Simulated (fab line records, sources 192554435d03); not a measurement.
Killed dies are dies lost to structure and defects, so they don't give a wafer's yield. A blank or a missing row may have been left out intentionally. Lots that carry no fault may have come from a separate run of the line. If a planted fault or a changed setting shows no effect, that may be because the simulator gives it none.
Chamber matching ; flow n5 finfet ; N5_BEOL_M7_ETCH_66 on rie diel-06: 4 sister chambers
The step etches SOC in N2/H2, target depth 80 nm, overetch 16 nm, time 120 s. 22 wafers are shown with their chamber, then 11 later ones without.

WAFERS PAIRED WITH THEIR CHAMBERS
wafer;chamber;drypump motor current A (A);showerhead plenum p Torr (Torr);throttle valve pct (%)
L074.1;1;5.9;2.51;18.35
L074.2;3;5.8;2.60;17.40
L074.5;3;5.8;2.60;17.38
L076.3;2;5.2;2.57;18.03
L076.4;1;5.9;2.51;18.33
L076.6;1;5.9;2.51;18.33
L077.4;3;5.8;2.60;17.41
L077.5;1;5.9;2.50;18.35
L077.6;0;5.7;2.61;17.90
L084.1;3;5.8;2.59;17.43
L084.3;2;5.2;2.56;18.05
L084.6;3;5.8;2.59;17.44
L087.2;2;5.3;2.56;18.05
L087.3;3;5.8;2.59;17.44
L087.6;1;5.9;2.50;18.39
L088.2;3;5.8;2.59;17.45
L088.4;3;5.8;2.59;17.45
L088.6;0;5.7;2.60;17.47
L089.2;3;5.8;2.59;17.45
L089.3;2;5.2;2.56;18.07
L089.6;2;5.2;2.56;18.07
L092.3;0;5.8;2.60;17.50

SIGNATURES (means of the wafers above)
reading;chamber 0;chamber 1;chamber 2;chamber 3;scatter within a chamber
drypump motor current A;5.733;5.900;5.220;5.800;0.0285
showerhead plenum p Torr;2.6033;2.5060;2.5620;2.5933;0.00509
throttle valve pct;17.6233;18.3500;18.0540;17.4278;0.083
Rule: a wafer's distance from a chamber is the root of the sum, over the readings, of the square of ((its reading less the chamber's mean) divided by the reading's scatter). The wafer belongs to the nearest chamber; if the next one is less than 2 further off, it can't be placed. The scatter is the square root of a quotient: the sum, over the shown wafers, of each reading's squared deviation from its chamber's mean, divided by wafers minus chambers.

WAFERS WITHOUT THEIR CHAMBER
wafer;drypump motor current A (A);showerhead plenum p Torr (Torr);throttle valve pct (%)
L092.4;5.2;2.55;18.09
L092.6;5.8;2.59;17.46
L093.1;5.7;2.60;17.51
L093.3;5.8;2.59;17.46
L093.4;5.2;2.55;18.06
L095.2;5.8;2.58;17.47
L095.5;5.7;2.60;17.52
L095.6;5.8;2.58;17.47
L097.1;5.9;2.49;17.96
L097.2;5.7;2.60;17.51
L097.4;5.8;2.58;17.47

CHAMBER TAKEN BY EACH
wafer;from the rows above;in truth
L092.4;2;2
L092.6;3;3
L093.1;can't be placed: 0 or 3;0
L093.3;3;3
L093.4;2;2
L095.2;3;3
L095.5;0;0
L095.6;3;3
L097.1;1;1
L097.2;can't be placed: 0 or 3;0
L097.4;3;3
9 of 11 placed correctly. Can't be placed from these rows: 2 (the true chamber is among the candidates in 2). Placed wrongly: 0.
